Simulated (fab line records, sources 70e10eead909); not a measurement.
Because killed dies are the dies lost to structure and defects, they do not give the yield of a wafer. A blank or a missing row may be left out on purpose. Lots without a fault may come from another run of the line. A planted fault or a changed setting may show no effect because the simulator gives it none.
Shared-tool check :: flow nand harc :: Sampled: 11 lots, 33 wafers

## WHY THIS WAS OPENED
At NHARC_A_CHANNEL_HOLE_D1_INSPECT_40 the reading raw defect count is flagged on 2 of 11 lots. Fault-free wafers read 78, with a standard deviation of 31.
Rule: flag the lot when none of its wafers has a number, or when each of its wafers that has one lies beyond 4 standard deviations from that mean. As for the other lots, they are considered sound.

lot: L954
measured: day 8 18:40
on: defect inspect-01
raw defect count, wafer by wafer: 134 96 97
flag: 

lot: L955
measured: day 9 00:50
on: defect inspect-01
raw defect count, wafer by wafer: 83 108 70
flag: 

lot: L956
measured: day 9 16:37
on: defect inspect-02
raw defect count, wafer by wafer: 84 90 87
flag: 

lot: L957
measured: day 10 00:18
on: defect inspect-02
raw defect count, wafer by wafer: 31 39 48
flag: 

lot: L958
measured: day 10 04:01
on: defect inspect-01
raw defect count, wafer by wafer: 91 113 106
flag: 

lot: L962
measured: day 11 22:34
on: defect inspect-01
raw defect count, wafer by wafer: 91 100 103
flag: 

lot: L971
measured: day 15 11:13
on: defect inspect-02
raw defect count, wafer by wafer: 1232 1319 1271
flag: FLAGGED

lot: L970
measured: day 15 12:17
on: defect inspect-01
raw defect count, wafer by wafer: 1223 1196 1214
flag: FLAGGED

lot: L973
measured: day 16 23:46
on: defect inspect-02
raw defect count, wafer by wafer: 72 107 73
flag: 

lot: L975
measured: day 17 18:47
on: defect inspect-01
raw defect count, wafer by wafer: 40 79 74
flag: 

lot: L976
measured: day 17 20:54
on: defect inspect-02
raw defect count, wafer by wafer: 33 44 28
flag: 
The numbers of the flagged lots are 1242 on average: +1164 against the usual, or +38 standard deviations.

## LOT BY LOT: THE TOOL USED
4 process steps preceding the reading are held in the record, out of 1302 steps in the route. Read each cell as the tool, then ch plus the chambers that the sampled wafers visited, then the start.
lot: L954
flag: 
NHARC_A_CHANNEL_HOLE_D1_ETCH_39: rie diel-05 ch 0,2, day 8 16:44 or earlier
NHARC_A_CHANNEL_HOLE_D1_ETCH_26: har etch-02 ch 0,1, day 8 16:44
NHARC_A_CHANNEL_HOLE_D1_STRIP_42: rie diel-08 ch 0,1, day 8 17:33
NHARC_A_CHANNEL_HOLE_D1_STRIP_27: rie diel-08 ch 0,1,2, day 8 18:40 or earlier

lot: L955
flag: 
NHARC_A_CHANNEL_HOLE_D1_ETCH_39: rie diel-08 ch 0,3, day 8 22:54 or earlier
NHARC_A_CHANNEL_HOLE_D1_ETCH_26: har etch-02 ch 0,1, day 8 22:54
NHARC_A_CHANNEL_HOLE_D1_STRIP_42: rie diel-04 ch 1,2, day 8 23:44
NHARC_A_CHANNEL_HOLE_D1_STRIP_27: rie diel-04 ch 0,1,2, day 9 00:50 or earlier

lot: L956
flag: 
NHARC_A_CHANNEL_HOLE_D1_ETCH_39: rie diel-08 ch 0,2,3, day 9 15:31 or earlier
NHARC_A_CHANNEL_HOLE_D1_ETCH_26: har etch-02 ch 0,1, day 9 15:31 or earlier
NHARC_A_CHANNEL_HOLE_D1_STRIP_42: rie diel-05 ch 0,2,3, day 9 15:31
NHARC_A_CHANNEL_HOLE_D1_STRIP_27: rie diel-05 ch 0,2,3, day 9 16:37 or earlier

lot: L957
flag: 
NHARC_A_CHANNEL_HOLE_D1_ETCH_39: rie diel-08 ch 0,3, day 9 22:22 or earlier
NHARC_A_CHANNEL_HOLE_D1_ETCH_26: har etch-01 ch 0,1, day 9 22:22
NHARC_A_CHANNEL_HOLE_D1_STRIP_42: rie diel-08 ch 0,1,3, day 9 23:13
NHARC_A_CHANNEL_HOLE_D1_STRIP_27: rie diel-08 ch 2,3, day 10 00:18 or earlier

lot: L958
flag: 
NHARC_A_CHANNEL_HOLE_D1_ETCH_39: rie diel-08 ch 0,1,2, day 10 02:07 or earlier
NHARC_A_CHANNEL_HOLE_D1_ETCH_26: har etch-02 ch 0,1, day 10 02:07
NHARC_A_CHANNEL_HOLE_D1_STRIP_42: rie diel-08 ch 0,1,3, day 10 02:54
NHARC_A_CHANNEL_HOLE_D1_STRIP_27: rie diel-08 ch 0,1, day 10 04:01 or earlier

lot: L962
flag: 
NHARC_A_CHANNEL_HOLE_D1_ETCH_39: rie diel-08 ch 1,3, day 11 20:42 or earlier
NHARC_A_CHANNEL_HOLE_D1_ETCH_26: har etch-02 ch 0,1, day 11 20:42
NHARC_A_CHANNEL_HOLE_D1_STRIP_42: rie diel-08 ch 0,2,3, day 11 21:28
NHARC_A_CHANNEL_HOLE_D1_STRIP_27: rie diel-08 ch 2,3, day 11 22:34 or earlier

lot: L971
flag: FLAGGED
NHARC_A_CHANNEL_HOLE_D1_ETCH_39: rie diel-08 ch 1,2, day 15 09:07 or earlier
NHARC_A_CHANNEL_HOLE_D1_ETCH_26: har etch-02 ch 0,1, day 15 09:07
NHARC_A_CHANNEL_HOLE_D1_STRIP_42: rie diel-08 ch 0,2, day 15 09:58
NHARC_A_CHANNEL_HOLE_D1_STRIP_27: rie diel-08 ch 1,2, day 15 11:13 or earlier

lot: L970
flag: FLAGGED
NHARC_A_CHANNEL_HOLE_D1_ETCH_39: rie diel-05 ch 1,3, day 15 09:17 or earlier
NHARC_A_CHANNEL_HOLE_D1_ETCH_26: har etch-01 ch 0,1, day 15 09:17
NHARC_A_CHANNEL_HOLE_D1_STRIP_42: rie diel-08 ch 0,1, day 15 10:06
NHARC_A_CHANNEL_HOLE_D1_STRIP_27: rie diel-08 ch 0,1,2, day 15 12:17 or earlier

lot: L973
flag: 
NHARC_A_CHANNEL_HOLE_D1_ETCH_39: rie diel-04 ch 1,2, day 16 21:53 or earlier
NHARC_A_CHANNEL_HOLE_D1_ETCH_26: har etch-02 ch 0,1, day 16 21:53
NHARC_A_CHANNEL_HOLE_D1_STRIP_42: rie diel-05 ch 0,2,3, day 16 22:39
NHARC_A_CHANNEL_HOLE_D1_STRIP_27: rie diel-05 ch 0,1,2, day 16 23:46 or earlier

lot: L975
flag: 
NHARC_A_CHANNEL_HOLE_D1_ETCH_39: rie diel-08 ch 0,2,3, day 17 16:52 or earlier
NHARC_A_CHANNEL_HOLE_D1_ETCH_26: har etch-01 ch 0,1, day 17 16:52
NHARC_A_CHANNEL_HOLE_D1_STRIP_42: rie diel-05 ch 1,2,3, day 17 17:40
NHARC_A_CHANNEL_HOLE_D1_STRIP_27: rie diel-05 ch 1,2, day 17 18:47 or earlier

lot: L976
flag: 
NHARC_A_CHANNEL_HOLE_D1_ETCH_39: rie diel-05 ch 2,3, day 17 18:59 or earlier
NHARC_A_CHANNEL_HOLE_D1_ETCH_26: har etch-02 ch 0,1, day 17 18:59
NHARC_A_CHANNEL_HOLE_D1_STRIP_42: rie diel-04 ch 0,1, day 17 19:47
NHARC_A_CHANNEL_HOLE_D1_STRIP_27: rie diel-04 ch 0,1,3, day 17 20:54 or earlier
What the steps here do:
- NHARC_A_CHANNEL_HOLE_D1_ETCH_39: etches the open film in N2/H2, target depth 260 nm, time 325 s.
- NHARC_A_CHANNEL_HOLE_D1_ETCH_26: etches the open film in C4F8/O2/Ar, time 224.1 s, target depth 300 nm.
- NHARC_A_CHANNEL_HOLE_D1_STRIP_42: strips in CF4/CHF3.
- NHARC_A_CHANNEL_HOLE_D1_STRIP_27: strips in O2.
- NHARC_A_CHANNEL_HOLE_D1_INSPECT_40

## FLAGGED AGAINST TOTAL, ONE TOOL AT A TIME (gauges that did the reading follow at the end)
step: NHARC_A_CHANNEL_HOLE_D1_ETCH_39
tool: rie diel-04
lots run: 1
flagged: 0
share of the flagged lots: none
sound lots run after its first flagged lot: -

step: NHARC_A_CHANNEL_HOLE_D1_ETCH_39
tool: rie diel-05
lots run: 3
flagged: 1
share of the flagged lots: some
sound lots run after its first flagged lot: 1 (L976)

step: NHARC_A_CHANNEL_HOLE_D1_ETCH_39
tool: rie diel-08
lots run: 7
flagged: 1
share of the flagged lots: some
sound lots run after its first flagged lot: 1 (L975)

step: NHARC_A_CHANNEL_HOLE_D1_ETCH_26
tool: har etch-01
lots run: 3
flagged: 1
share of the flagged lots: some
sound lots run after its first flagged lot: 1 (L975)

step: NHARC_A_CHANNEL_HOLE_D1_ETCH_26
tool: har etch-02
lots run: 8
flagged: 1
share of the flagged lots: some
sound lots run after its first flagged lot: 2 (L973,L976)

step: NHARC_A_CHANNEL_HOLE_D1_STRIP_42
tool: rie diel-04
lots run: 2
flagged: 0
share of the flagged lots: none
sound lots run after its first flagged lot: -

step: NHARC_A_CHANNEL_HOLE_D1_STRIP_42
tool: rie diel-05
lots run: 3
flagged: 0
share of the flagged lots: none
sound lots run after its first flagged lot: -

step: NHARC_A_CHANNEL_HOLE_D1_STRIP_42
tool: rie diel-08
lots run: 6
flagged: 2
share of the flagged lots: all
sound lots run after its first flagged lot: 0

step: NHARC_A_CHANNEL_HOLE_D1_STRIP_27
tool: rie diel-04
lots run: 2
flagged: 0
share of the flagged lots: none
sound lots run after its first flagged lot: -

step: NHARC_A_CHANNEL_HOLE_D1_STRIP_27
tool: rie diel-05
lots run: 3
flagged: 0
share of the flagged lots: none
sound lots run after its first flagged lot: -

step: NHARC_A_CHANNEL_HOLE_D1_STRIP_27
tool: rie diel-08
lots run: 6
flagged: 2
share of the flagged lots: all
sound lots run after its first flagged lot: 0

step: NHARC_A_CHANNEL_HOLE_D1_INSPECT_40
tool: defect inspect-01
lots run: 6
flagged: 1
share of the flagged lots: some
sound lots run after its first flagged lot: 1 (L975)

step: NHARC_A_CHANNEL_HOLE_D1_INSPECT_40
tool: defect inspect-02
lots run: 5
flagged: 1
share of the flagged lots: some
sound lots run after its first flagged lot: 2 (L973,L976)
With no start given for some of its lots, NHARC_A_CHANNEL_HOLE_D1_ETCH_39 uses the hours and lot order of NHARC_A_CHANNEL_HOLE_D1_STRIP_42. With no start given for some of its lots, NHARC_A_CHANNEL_HOLE_D1_ETCH_26 uses the hours and lot order of NHARC_A_CHANNEL_HOLE_D1_STRIP_42. With no start given for some of its lots, NHARC_A_CHANNEL_HOLE_D1_STRIP_27 uses the hours and lot order of NHARC_A_CHANNEL_HOLE_D1_INSPECT_40.

## WHAT THE TABLE PERMITS
Every flagged lot went through 2 rows of the table: rie diel-08 at NHARC_A_CHANNEL_HOLE_D1_STRIP_42 and rie diel-08 at NHARC_A_CHANNEL_HOLE_D1_STRIP_27.
- rie diel-08 at NHARC_A_CHANNEL_HOLE_D1_STRIP_42: 2 of its 6 lots flagged. It ran its last sound lot, L962, at day 11 21:28 and its first flagged lot, L971, at day 15 09:58: a fault with its onset between the two fits.
- rie diel-08 at NHARC_A_CHANNEL_HOLE_D1_STRIP_27: 2 of its 6 lots flagged. It ran its last sound lot, L962, at day 11 22:34 and its first flagged lot, L971, at day 15 11:13: a fault with its onset between the two fits.
Left over: one tool, rie diel-08 at NHARC_A_CHANNEL_HOLE_D1_STRIP_42 and NHARC_A_CHANNEL_HOLE_D1_STRIP_27.

## WHAT THE SIMULATOR HAD PUT IN
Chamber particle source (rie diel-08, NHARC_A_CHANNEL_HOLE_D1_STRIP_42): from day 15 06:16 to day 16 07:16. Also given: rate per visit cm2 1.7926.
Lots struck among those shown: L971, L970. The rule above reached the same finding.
